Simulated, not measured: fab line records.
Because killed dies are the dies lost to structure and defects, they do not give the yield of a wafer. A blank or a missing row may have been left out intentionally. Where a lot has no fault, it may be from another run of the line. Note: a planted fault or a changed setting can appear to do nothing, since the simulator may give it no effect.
fab line records	flow n5_finfet
record: lots: 7	wafers: 39
route steps=1938 shown ZERO_LAYER@4 FIN_SAQP@94 DUMMY_GATE@228 HKMG_FIN@403
start_h: hours from the record's first day to the start of the lot's first wafer shown	wait_h: hours from the lot's prior step to this one	" same as the row above	L1.1+2: a row that stands for several wafers	- either no value or no given start	* or withheld: withheld	< > ~ a bound
route shown NAME@n: names a module that has steps shown in the file, with the first one's number in the route	usual: mean and standard deviation over wafers with no fault	same: alike in all rows	chamber/n: place in a boat	sites: per-site readings	_std_site: the values' standard deviation	_edge_site: the outer-site mean with the inner-site mean subtracted	radius_mm: for every site, how far away it sits from the centre of the wafer	mask NAME#n: copy n	behind: the tool/chamber that last shaped the wafer	hold: cause of the lot's hold/its duration in hours/its outcome	device: which transistor (n, p or np) failed to switch	end of line: the tests these same wafers got at the end of their route	step lacking rows: just its recipe	killed: dies lost to structure and defects at the first sort, not the wafer's yield	map: per-die view of a wafer (x killed, . not killed, _ where there is no die)
set.NAME: the setting that was run; set.NAME@STEP: the one run at that earlier step	model.NAME: the simulator's own value behind a step, which no gauge read
lots whose settings were changed on purpose; a table a step, a row a wafer
== steps ==
step: N5_ZERO_LAYER_PECVD_02
recipe: material: SiO2	target_thk_a: 100	temp_c: 400	precursor: SiH4/N2O	pressure_torr: 0.75	rf_w: 275	time_s: 6
lot.wafer	tool	chamber	start_h	wait_h	set.target_thk_a	model.SiO2_of_ZERO_LAYER_PECVD_02.thk_nm
L079.1	pecvd-01	0	42.30	0.0	100	9.888
L079.2	"	1	"	"	100	10.12
L079.3	"	0	"	"	100	10.25
L079.4	"	1	"	"	100	10.21
L079.5	"	1	"	"	100	10.17
L079.6	"	0	"	"	100	10.01
L080.1	pecvd-02	2	48.30	0.0	100	9.954
L080.2	"	0	"	"	100	9.98
L080.3	"	1	"	"	100	9.961
L080.4	"	2	"	"	100	10.07
L080.5	"	1	"	"	100	10.01
L080.6	"	0	"	"	100	10.24
L081.1	pecvd-01	2	54.28	0.0	100	9.884
L081.2	"	1	"	"	100	10.09
L081.3	"	0	"	"	100	9.929
L081.4	"	1	"	"	100	10.13
L081.5	"	0	"	"	100	10.08
L081.6	"	2	"	"	100	10.01
L082.1	pecvd-01	2	60.28	0.0	100	9.904
L082.2	"	0	"	"	114.8	11.15
L082.3	"	1	"	"	114.8	11.37
L082.4	"	0	"	"	100	9.955
L082.5	"	2	"	"	100	10.06
L082.6	"	1	"	"	114.8	11.51
L088.1	pecvd-04	1	96.29	0.0	95.52	9.447
L088.2	"	2	"	"	100	9.98
L088.3	"	0	"	"	100	9.962
L088.4	"	2	"	"	95.52	9.783
L088.5	"	1	"	"	100	10.3
L088.6	"	0	"	"	95.52	9.559
L090.2	pecvd-02	2	108.28	0.0	100	10.07
L090.4	"	1	"	"	100	10.21
L090.6	"	0	"	"	100	10.23
L093.1	pecvd-01	1	126.28	0.0	104.5	10.36
L093.2	"	0	"	"	100	9.762
L093.3	"	2	"	"	104.5	10.26
L093.4	"	1	"	"	100	10.1
L093.5	"	2	"	"	104.5	10.46
L093.6	"	0	"	"	100	10.16
step: N5_FIN_SAQP_ALD_61
recipe: material: SiO2	target_thk_a: 40	temp_c: 300	ald_precursor_family: BDEAS	ald_co_reactant: O2-plasma	pulse_time_s: 1	purge_time_s: 2	co_reactant_purge_time_s: 2	ald_cycles: 43	pressure_torr: 2
lot.wafer	tool	chamber	start_h	wait_h	set.ald_cycles	model.SiO2_of_FIN_SAQP_ALD_61.thk_nm
L079.1	ald_sin-03	2	52.25	0.0	43	4.005
L079.2	"	0	"	"	43	4.021
L079.3	"	1	"	"	43	4.002
L079.4	"	3	"	"	43	4.022
L079.5	"	1	"	"	43	4.015
L079.6	"	2	"	"	43	4.012
L080.1	ald_sin-03	3	56.02	0.0	43	4.01
L080.2+5	"	2	"	"	43	3.998
L080.3	"	1	"	"	43	4.014
L080.4	"	0	"	"	43	3.99
L080.6	"	3	"	"	43	4.025
L081.1	ald_sin-03	1	62.70	0.1	46	4.241
L081.2	"	0	"	"	46	4.297
L081.3	"	3	"	"	43	4.029
L081.4	"	2	"	"	43	4.004
L081.5	"	2	"	"	46	4.286
L081.6	"	3	"	"	43	4.02
L082.1	ald_sin-03	2	68.54	0.0	36	3.332
L082.2	"	3	"	"	36	3.379
L082.3	"	1	"	"	43	3.993
L082.4	"	0	"	"	43	4.004
L082.5	"	2	"	"	43	4.029
L082.6	"	1	"	"	36	3.347
L088.1	ald_sin-04	2	104.45	0.0	43	4.006
L088.2	"	3	"	"	43	3.985
L088.3	"	1	"	"	43	4.024
L088.4	"	0	"	"	43	4.014
L088.5	"	2	"	"	43	4.016
L088.6	"	1	"	"	43	4.004
L090.2	ald_sin-04	1	115.99	0.0	43	4.001
L090.4	"	2	"	"	43	3.988
L090.6	"	2	"	"	43	3.979
L093.1	ald_sin-01	2	135.23	0.4	50	4.643
L093.2	"	1	"	"	43	3.981
L093.3	"	3	"	"	43	3.999
L093.4	"	0	"	"	43	3.982
L093.5	"	1	"	"	50	4.651
L093.6	"	0	"	"	50	4.648
step: N5_FIN_SAQP_ETCH_52
recipe: chemistry: N2/H2	target: SOC	target_depth_a: 1000	overetch_a: 200	mask_material: SiARC	temp_c: 40	time_s: 150	ion_energy_ev: 200	pressure_mtorr: 30	source_w: 840	bias_w: 150	n2_flow_sccm: 200	h2_flow_sccm: 200	ends: end_point
usual: rf_vpp_V: 525.1/2.8
lot.wafer	tool	chamber	start_h	wait_h	set.source_w	rf_vpp_V
L079.1	rie_diel-02	0	53.94	0.0	840	527.1
L079.2	"	3	"	"	784.6	539.7
L079.3	"	2	"	"	840	519.7
L079.4	"	3	"	"	784.6	539.6
L079.5	"	2	"	"	840	520.7
L079.6	"	0	"	"	784.6	538.8
L080.1	rie_diel-02	3	57.55	0.0	893.6	516.5
L080.2	"	2	"	"	893.6	511.3
L080.3	"	0	"	"	893.6	517.1
L080.4	"	3	"	"	840	526.7
L080.5	"	2	"	"	840	519.6
L080.6	"	0	"	"	840	526.8
L081.1	rie_diel-05	3	64.29	0.0	840	526.1
L081.2	"	2	"	"	840	526.5
L081.3	"	1	"	"	840	522.5
L081.4	"	0	"	"	840	528.6
L081.5	"	3	"	"	840	524.3
L081.6	"	0	"	"	840	528.0
L082.1	rie_diel-02	2	69.96	0.0	840	521.5
L082.2	"	3	"	"	840	526.6
L082.3	"	0	"	"	741.2	548.4
L082.4	"	1	"	"	840	521.0
L082.5	"	3	"	"	741.2	549.8
L082.6	"	2	"	"	741.2	539.9
L088.1	rie_diel-02	3	105.83	0.0	715.2	555.5
L088.2	"	2	"	"	840	519.9
L088.3	"	1	"	"	715.2	551.9
L088.4	"	0	"	"	715.2	555.5
L088.5	"	1	"	"	840	523.3
L088.6	"	2	"	"	840	520.4
L090.2	rie_diel-03	3	117.42	0.0	840	527.3
L090.4	"	2	"	"	840	528.0
L090.6	"	3	"	"	840	524.9
L093.1	rie_diel-03	2	136.63	0.0	840	527.7
L093.2	"	1	"	"	840	525.7
L093.3	"	3	"	"	840	525.8
L093.4	"	3	"	"	840	526.2
L093.5	"	1	"	"	840	527.4
L093.6	"	2	"	"	840	528.4
step: N5_DUMMY_GATE_EXPOSE_12
recipe: mask_id: GATE	na: 0.33	source_shape: annular	sigma_inner: 0.2	sigma_outer: 0.6	polarization: unpolarized	target_cd_nm: 25	dose_mj: 34
lot.wafer	tool	chamber	start_h	wait_h	mask	set.dose_mj
L079.1+4+6	euv_scanner-01	0	77.76	-	GATE#0	34
L079.2+3+5	"	0	"	"	GATE#0	32.5
L080.1+2+3+4+5+6	euv_scanner-02	0	81.54	-	GATE#0	34
L081.1+4+5	euv_scanner-01	0	87.56	-	GATE#0	31.93
L081.2+3+6	"	0	"	"	GATE#0	34
L082.1+4+6	euv_scanner-01	0	93.15	-	GATE#0	34
L082.2+3+5	"	0	"	"	GATE#0	32.1
L088.1+3+5	euv_scanner-02	0	131.09	-	GATE#0	32.1
L088.2+4+6	"	0	"	"	GATE#0	34
L090.2+4+6	euv_scanner-01	0	142.63	-	GATE#0	34
L093.1+4+6	euv_scanner-01	0	162.39	-	GATE#0	32.09
L093.2+3+5	"	0	"	"	GATE#0	34
step: N5_DUMMY_GATE_PEB_13
recipe: peb_temp_c: 100	peb_time_s: 60	resist: CAR-EUV
step: N5_DUMMY_GATE_DEVELOP_14
recipe: develop_time_s: 30	developer: TMAH	resist: CAR-EUV	rinse_liquid: surfactant_rinse	dry: air_spin	dev_temp_c: 23
step: N5_DUMMY_GATE_CD_MEAS_15
recipe: target_cd_nm: 25.8	landing_energy_ev: 500	detector: se_inlens
usual: cd_nm: 24.96/0.26
lot.wafer	tool	chamber	start_h	wait_h	set.dose_mj@DUMMY_GATE_EXPOSE_12	cd_nm
L079.1	cd_sem-01	0	77.89	-	34	25.21
L079.2	"	0	"	"	32.5	26.06
L079.3	"	0	"	"	32.5	26.29
L079.4	"	0	"	"	34	25.25
L079.5	"	0	"	"	32.5	25.84
L079.6	"	0	"	"	34	25.21
L080.1	cd_sem-03	0	81.67	-	34	25.11
L080.2	"	0	"	"	34	24.74
L080.3	"	0	"	"	34	25.01
L080.4	"	0	"	"	34	24.68
L080.5	"	0	"	"	34	24.94
L080.6	"	0	"	"	34	24.95
L081.1	cd_sem-01	0	87.69	-	31.93	25.96
L081.2	"	0	"	"	34	25.35
L081.3	"	0	"	"	34	24.75
L081.4	"	0	"	"	31.93	26.19
L081.5	"	0	"	"	31.93	25.88
L081.6	"	0	"	"	34	25.15
L082.1	cd_sem-02	0	93.27	-	34	24.43
L082.2	"	0	"	"	32.1	26.11
L082.3	"	0	"	"	32.1	26.24
L082.4	"	0	"	"	34	24.93
L082.5	"	0	"	"	32.1	25.87
L082.6	"	0	"	"	34	24.87
L088.1	cd_sem-03	0	131.22	-	32.1	25.77
L088.2	"	0	"	"	34	24.89
L088.3	"	0	"	"	32.1	26.27
L088.4	"	0	"	"	34	24.69
L088.5	"	0	"	"	32.1	26.09
L088.6	"	0	"	"	34	25.22
L090.2	cd_sem-03	0	142.75	-	34	24.97
L090.4	"	0	"	"	34	24.48
L090.6	"	0	"	"	34	24.96
L093.1	cd_sem-02	0	162.52	-	32.09	26.17
L093.2	"	0	"	"	34	24.86
L093.3	"	0	"	"	34	25.08
L093.4	"	0	"	"	32.09	26.73
L093.5	"	0	"	"	34	25.57
L093.6	"	0	"	"	32.09	26.03
step: N5_DUMMY_GATE_STRIP_38
recipe: chemistry: N2/H2	temp_c: 40	n2_flow_sccm: 200	h2_flow_sccm: 200	rf_frequency_hz: 6e+07
step: N5_DUMMY_GATE_STRIP_39
recipe: chemistry: N2/H2	temp_c: 40	n2_flow_sccm: 200	h2_flow_sccm: 200	rf_frequency_hz: 6e+07
step: N5_DUMMY_GATE_TRIM_49
recipe: chemistry: O2	resist: SOC	time_s: 29	target_cd_nm: 14	source_power_w: 300	bias_power_w: 0	O2_flow_sccm: 100	temp_c: 20
lot.wafer	tool	chamber	start_h	wait_h	set.dose_mj@DUMMY_GATE_EXPOSE_12	model.DUMMY_GATE.cd_nm
L079.1+4+6	rie_si-03	1,2,3	78.25	0.0	34	14
L079.2	"	3	"	"	32.5	14.8
L079.3+5	"	0	"	"	32.5	15
L080.1+2+3+5	rie_si-01	1,3,2,0	82.03	0.0	34	14
L080.4+6	"	0,3	"	"	34	14.2
L081.1+5	rie_si-03	0,1	88.05	0.0	31.93	15
L081.2	"	2	"	"	34	14
L081.3+6	"	3,2	"	"	34	13.6
L081.4	"	1	"	"	31.93	14.8
L082.1	rie_si-01	3	93.63	0.0	34	13.8
L082.2+3	"	2,0	"	"	32.1	15
L082.4+6	"	1,2	"	"	34	14.2
L082.5	"	1	"	"	32.1	15.4
L088.1	rie_si-02	1	131.58	0.0	32.1	15.2
L088.2	"	0	"	"	34	14.4
L088.3	"	3	"	"	32.1	15.4
L088.4	"	2	"	"	34	14
L088.5	"	2	"	"	32.1	15
L088.6	"	1	"	"	34	14.2
L090.2	rie_si-02	2	143.11	0.0	34	13.8
L090.4+6	"	3,1	"	"	34	13.6
L093.1	rie_si-02	0	162.88	0.0	32.09	15.4
L093.2+5	"	2,3	"	"	34	13.8
L093.3	"	1	"	"	34	14.2
L093.4+6	"	3,2	"	"	32.09	15.2
step: N5_DUMMY_GATE_STRIP_40
recipe: chemistry: CF4	resist: SiARC	power_w: 300	bias_power_w: 75	pressure_mtorr: 50	cf4_flow_sccm: 150	rf_frequency_hz: 6e+07
step: N5_DUMMY_GATE_CD_MEAS_50
recipe: target_cd_nm: 14
usual: cd_nm: 13.96/0.29
lot.wafer	tool	chamber	start_h	wait_h	set.dose_mj@DUMMY_GATE_EXPOSE_12	cd_nm
L079.1	cd_sem-03	-	78.40	0.0	34	14.03
L079.2	"	-	"	"	32.5	15.02
L079.3	"	-	"	"	32.5	14.78
L079.4	"	-	"	"	34	14.32
L079.5	"	-	"	"	32.5	14.90
L079.6	"	-	"	"	34	13.77
L080.1	cd_sem-03	-	82.20	0.0	34	14.07
L080.2	"	-	"	"	34	13.93
L080.3	"	-	"	"	34	14.10
L080.4	"	-	"	"	34	14.31
L080.5	"	-	"	"	34	14.17
L080.6	"	-	"	"	34	13.91
L081.1	cd_sem-02	-	88.30	0.0	31.93	15.33
L081.2	"	-	"	"	34	13.95
L081.3	"	-	"	"	34	13.59
L081.4	"	-	"	"	31.93	15.13
L081.5	"	-	"	"	31.93	14.92
L081.6	"	-	"	"	34	13.59
L082.1	cd_sem-01	-	93.78	0.0	34	13.69
L082.2	"	-	"	"	32.1	15.06
L082.3	"	-	"	"	32.1	15.36
L082.4	"	-	"	"	34	14.46
L082.5	"	-	"	"	32.1	15.51
L082.6	"	-	"	"	34	14.32
L088.1	cd_sem-03	-	131.73	0.0	32.1	15.28
L088.2	"	-	"	"	34	14.60
L088.3	"	-	"	"	32.1	15.57
L088.4	"	-	"	"	34	13.68
L088.5	"	-	"	"	32.1	14.78
L088.6	"	-	"	"	34	13.98
L090.2	cd_sem-01	-	143.26	0.0	34	13.64
L090.4	"	-	"	"	34	13.27
L090.6	"	-	"	"	34	13.86
L093.1	cd_sem-01	-	163.02	0.0	32.09	15.45
L093.2	"	-	"	"	34	13.99
L093.3	"	-	"	"	34	13.88
L093.4	"	-	"	"	32.09	15.39
L093.5	"	-	"	"	34	13.86
L093.6	"	-	"	"	32.09	15.26
step: N5_DUMMY_GATE_ETCH_31
recipe: chemistry: C4F6/O2	target: SiO2	mask_material: SOC	target_depth_a: 825	time_s: 27.5	ion_energy_ev: 250	pressure_mtorr: 30	source_w: 345	bias_w: 185	Ar_flow_sccm: 300	C4F6_flow_sccm: 10	O2_flow_sccm: 10
lot.wafer	tool	chamber	start_h	wait_h	set.target_depth_a	model.etch.depth_nm	model.SOC_of_DUMMY_GATE_COAT_34.thk_nm
L079.1	rie_diel-06	3	78.45	0.0	825	81.99	51.6
L079.2	"	2	"	"	825	81.1	51.8
L079.3	"	1	"	"	825	81.63	51.6
L079.4	"	3	"	"	825	81.61	51.6
L079.5	"	2	"	"	825	81.26	51.8
L079.6	"	1	"	"	825	81.09	51.8
L080.1	rie_diel-04	0	82.37	0.2	825	81.53	52
L080.2	"	1	"	"	748.2	75.89	52.6
L080.3	"	2	"	"	748.2	74.77	52.8
L080.4	"	2	"	"	825	82.28	52.2
L080.5	"	0	"	"	748.2	73.49	52.8
L080.6	"	1	"	"	825	84.39	51.8
L081.1	rie_diel-06	2	88.38	0.1	825	81.89	52
L081.2	"	1	"	"	825	81.23	52
L081.3	"	3	"	"	825	81.03	52
L081.4	"	1	"	"	825	80.6	52
L081.5	"	2	"	"	825	81.48	52
L081.6	"	3	"	"	825	81.73	52
L082.1	rie_diel-04	2	93.83	0.0	825	82.02	51.6
L082.2	"	0	"	"	825	80.35	51.8
L082.3	"	3	"	"	825	82.24	51.8
L082.4	"	1	"	"	825	83.82	51.6
L082.5	"	3	"	"	825	82.73	51.8
L082.6	"	2	"	"	825	81.49	52
L088.1	rie_diel-01	0	131.78	0.1	825	81.79	51.8
L088.2	"	1	"	"	919.3	92.03	50.8
L088.3	"	3	"	"	825	80.17	52
L088.4	"	0	"	"	919.3	91.12	51
L088.5	"	3	"	"	919.3	89.97	51.2
L088.6	"	1	"	"	825	81.8	52
L090.2	rie_diel-04	0	143.31	0.0	825	83.2	51.6
L090.4	"	1	"	"	825	83.57	51.6
L090.6	"	0	"	"	825	83.16	51.4
L093.1	rie_diel-01	2	163.07	0.0	825	82.92	51.8
L093.2	"	1	"	"	825	82.51	51.8
L093.3	"	0	"	"	787.9	78.85	52.4
L093.4	"	0	"	"	787.9	78.71	52.4
L093.5	"	2	"	"	787.9	79.67	52.2
L093.6	"	1	"	"	825	82.29	52
step: N5_DUMMY_GATE_STRIP_41
recipe: chemistry: O2	power_w: 400	temp_c: 40	pressure_mtorr: 30	rf_frequency_hz: 6e+07	bias_power_w: 0	overash_fraction: 0.3	o2_flow_sccm: 225
step: N5_DUMMY_GATE_HM_OPEN_21
recipe: chemistry: CH3F/O2	target: SiNx	target_depth_a: 1200	Ar_flow_sccm: 150	CH3F_flow_sccm: 30	O2_flow_sccm: 23	time_s: 171.4	pressure_mtorr: 30	source_w: 395	bias_w: 73	ion_energy_ev: 120.7
step: N5_DUMMY_GATE_ETCH_23
recipe: chemistry: HBr/Cl2/O2	HBr_flow_sccm: 150	Cl2_flow_sccm: 80	O2_flow_sccm: 12	bias_w: 102	target_depth_a: 410	time_s: 22.3	target: poly-Si	mask_material: SiO2	pressure_mtorr: 10	icp_w: 800
step: N5_DUMMY_GATE_ETCH_44
recipe: chemistry: HBr/O2	over_etch_frac: 0.7	target_depth_a: 1275	stop_on: SiO2	ion_energy_ev: 60	bias_w: 20	target: poly-Si	mask_material: SiO2	pressure_mtorr: 20	icp_w: 400	HBr_flow_sccm: 120	O2_flow_sccm: 10
step: N5_DUMMY_GATE_CD_MEAS_24
recipe: target_cd_nm: 15
usual: cd_nm: 15.0/0.31
lot.wafer	tool	chamber	start_h	wait_h	set.dose_mj@DUMMY_GATE_EXPOSE_12	cd_nm
L079.1	cd_sem-01	-	78.90	0.1	34	15.3
L079.2	"	-	"	"	32.5	15.9
L079.3	"	-	"	"	32.5	16.3
L079.4	"	-	"	"	34	15.5
L079.5	"	-	"	"	32.5	16.3
L079.6	"	-	"	"	34	14.8
L080.1	cd_sem-03	-	82.82	0.1	34	15.2
L080.2	"	-	"	"	34	14.9
L080.3	"	-	"	"	34	14.9
L080.4	"	-	"	"	34	15.4
L080.5	"	-	"	"	34	15.5
L080.6	"	-	"	"	34	15.4
L081.1	cd_sem-01	-	88.83	0.1	31.93	15.5
L081.2	"	-	"	"	34	15.0
L081.3	"	-	"	"	34	14.5
L081.4	"	-	"	"	31.93	15.6
L081.5	"	-	"	"	31.93	16.0
L081.6	"	-	"	"	34	14.9
L082.1	cd_sem-01	-	94.27	0.1	34	14.9
L082.2	"	-	"	"	32.1	16.1
L082.3	"	-	"	"	32.1	15.6
L082.4	"	-	"	"	34	15.1
L082.5	"	-	"	"	32.1	16.3
L082.6	"	-	"	"	34	15.1
L088.1	cd_sem-03	-	132.23	0.1	32.1	15.8
L088.2	"	-	"	"	34	15.3
L088.3	"	-	"	"	32.1	16.4
L088.4	"	-	"	"	34	15.2
L088.5	"	-	"	"	32.1	16.2
L088.6	"	-	"	"	34	15.3
L090.2	cd_sem-01	-	143.76	0.1	34	14.8
L090.4	"	-	"	"	34	15.1
L090.6	"	-	"	"	34	14.2
L093.1	cd_sem-01	-	163.52	0.1	32.09	16.0
L093.2	"	-	"	"	34	15.0
L093.3	"	-	"	"	34	14.8
L093.4	"	-	"	"	32.09	16.7
L093.5	"	-	"	"	34	14.9
L093.6	"	-	"	"	32.09	16.1
step: N5_HKMG_FIN_ETCH_55
recipe: chemistry: N2/H2	target: SOC	target_depth_a: 2400	temp_c: 40	time_s: 300	ion_energy_ev: 200	mask_material: SiARC	pressure_mtorr: 30	source_w: 840	bias_w: 150	n2_flow_sccm: 200	h2_flow_sccm: 200
usual: rf_vpp_V: 525.5/2.4
lot.wafer	tool	chamber	start_h	wait_h	set.bias_w	rf_vpp_V	model.HKMG_FIN.feature_depth_nm	model.etch.depth_nm	model.SiARC_of_HKMG_FIN_COAT_42.thk_nm
L079.1	rie_diel-02	2	103.78	0.0	169.9	562.1	254.8	254.8	18.8
L079.2	"	3	"	"	169.9	570.6	260.6	260.6	18.6
L079.3	"	1	"	"	150	522.7	237.4	237.4	21.4
L079.4	"	0	"	"	169.9	570.7	253.6	253.5	18.8
L079.5	"	1	"	"	150	522.9	237.2	237.3	21.4
L079.6	"	2	"	"	150	520.6	238.4	238.4	21.2
L080.1	rie_diel-03	1	107.41	0.0	126.9	473.9	216.6	216.6	24
L080.2	"	0	"	"	150	526.4	233	233	21.4
L080.3	"	2	"	"	126.9	475.0	220	219.9	24
L080.4	"	3	"	"	150	523.6	241.4	241.4	21.2
L080.5	"	1	"	"	126.9	474.2	217.4	217.4	24
L080.6	"	2	"	"	150	527.8	239	239	21.4
L081.1	rie_diel-02	2	113.71	0.0	150	520.8	236.8	236.7	21.4
L081.2	"	0	"	"	150	525.3	238	237.9	21.2
L081.3	"	1	"	"	150	524.3	236.8	236.9	21.4
L081.4	"	2	"	"	166.3	555.0	250.2	250.2	19.6
L081.5	"	0	"	"	166.3	561.6	249	248.9	19.4
L081.6	"	1	"	"	166.3	557.2	247.4	247.3	19.8
L082.1	rie_diel-05	1	119.32	0.0	160.6	544.3	247	247	20.2
L082.2	"	0	"	"	150	527.1	238.6	238.7	21.2
L082.3	"	2	"	"	160.6	549.9	244.2	244.3	20.2
L082.4	"	3	"	"	160.6	549.9	248.8	248.7	20
L082.5	"	2	"	"	150	526.3	233.4	233.4	21.6
L082.6	"	3	"	"	150	526.7	238.6	238.6	21.2
L088.1	rie_diel-03	2	155.21	0.0	150	528.6	242.2	242.1	21
L088.2	"	3	"	"	150	524.3	246.6	246.5	20.8
L088.3	"	1	"	"	150	526.6	237.4	237.4	21.2
L088.4	"	2	"	"	150	527.7	242.8	242.7	21
L088.5	"	1	"	"	150	526.1	238	237.9	21.2
L088.6	"	3	"	"	150	524.8	246.8	246.8	20.8
L090.2	rie_diel-05	3	168.81	0.0	150	525.8	239.2	239.1	21.2
L090.4	"	1	"	"	150	521.2	236.4	236.4	21.6
L090.6	"	3	"	"	150	524.7	239.4	239.4	21.2
L093.1	rie_diel-03	3	186.71	0.0	150	523.3	242.6	242.6	21
L093.2	"	1	"	"	150	525.9	235.8	235.9	21.2
L093.3	"	2	"	"	150	528.7	240.4	240.5	21.2
L093.4	"	0	"	"	167.5	564.7	254.6	254.6	19
L093.5	"	2	"	"	167.5	565.0	252.6	252.6	19.4
L093.6	"	3	"	"	167.5	561.8	256.2	256.3	19.2
== key ==
split: step: N5_ZERO_LAYER_PECVD_02	setting: target_thk_a	stated: 100	by: wafer
response: step: N5_ZERO_LAYER_PECVD_02	reading: model.SiO2_of_ZERO_LAYER_PECVD_02.thk_nm	change: +0.0928	per: 1%	r: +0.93
split: step: N5_FIN_SAQP_ALD_61	setting: ald_cycles	stated: 43	by: wafer
response: step: N5_FIN_SAQP_ALD_61	reading: model.SiO2_of_FIN_SAQP_ALD_61.thk_nm	change: +0.0401	per: 1%	r: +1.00
split: step: N5_FIN_SAQP_ETCH_52	setting: source_w	stated: 840	by: wafer
response: step: N5_FIN_SAQP_ETCH_52	reading: rf_vpp_V	change: -2.11	per: 1%	r: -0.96
split: step: N5_DUMMY_GATE_EXPOSE_12	setting: dose_mj	stated: 34	by: wafer
response: step: N5_DUMMY_GATE_CD_MEAS_15	reading: cd_nm	change: -0.195	per: 1%	r: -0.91
response: step: N5_DUMMY_GATE_TRIM_49	reading: model.DUMMY_GATE.cd_nm	change: -0.202	per: 1%	r: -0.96
response: step: N5_DUMMY_GATE_CD_MEAS_50	reading: cd_nm	change: -0.221	per: 1%	r: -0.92
response: step: N5_DUMMY_GATE_CD_MEAS_24	reading: cd_nm	change: -0.184	per: 1%	r: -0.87
split: step: N5_DUMMY_GATE_ETCH_31	setting: target_depth_a	stated: 825	by: wafer
response: step: N5_DUMMY_GATE_ETCH_31	reading: model.etch.depth_nm	change: +0.851	per: 1%	r: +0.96
response: step: N5_DUMMY_GATE_ETCH_31	reading: model.SOC_of_DUMMY_GATE_COAT_34.thk_nm	change: -0.0825	per: 1%	r: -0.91
split: step: N5_HKMG_FIN_ETCH_55	setting: bias_w	stated: 150	by: wafer
response: step: N5_HKMG_FIN_ETCH_55	reading: rf_vpp_V	change: +3.3	per: 1%	r: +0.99
response: step: N5_HKMG_FIN_ETCH_55	reading: model.HKMG_FIN.feature_depth_nm	change: +1.29	per: 1%	r: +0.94
response: step: N5_HKMG_FIN_ETCH_55	reading: model.etch.depth_nm	change: +1.28	per: 1%	r: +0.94
response: step: N5_HKMG_FIN_ETCH_55	reading: model.SiARC_of_HKMG_FIN_COAT_42.thk_nm	change: -0.175	per: 1%	r: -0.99
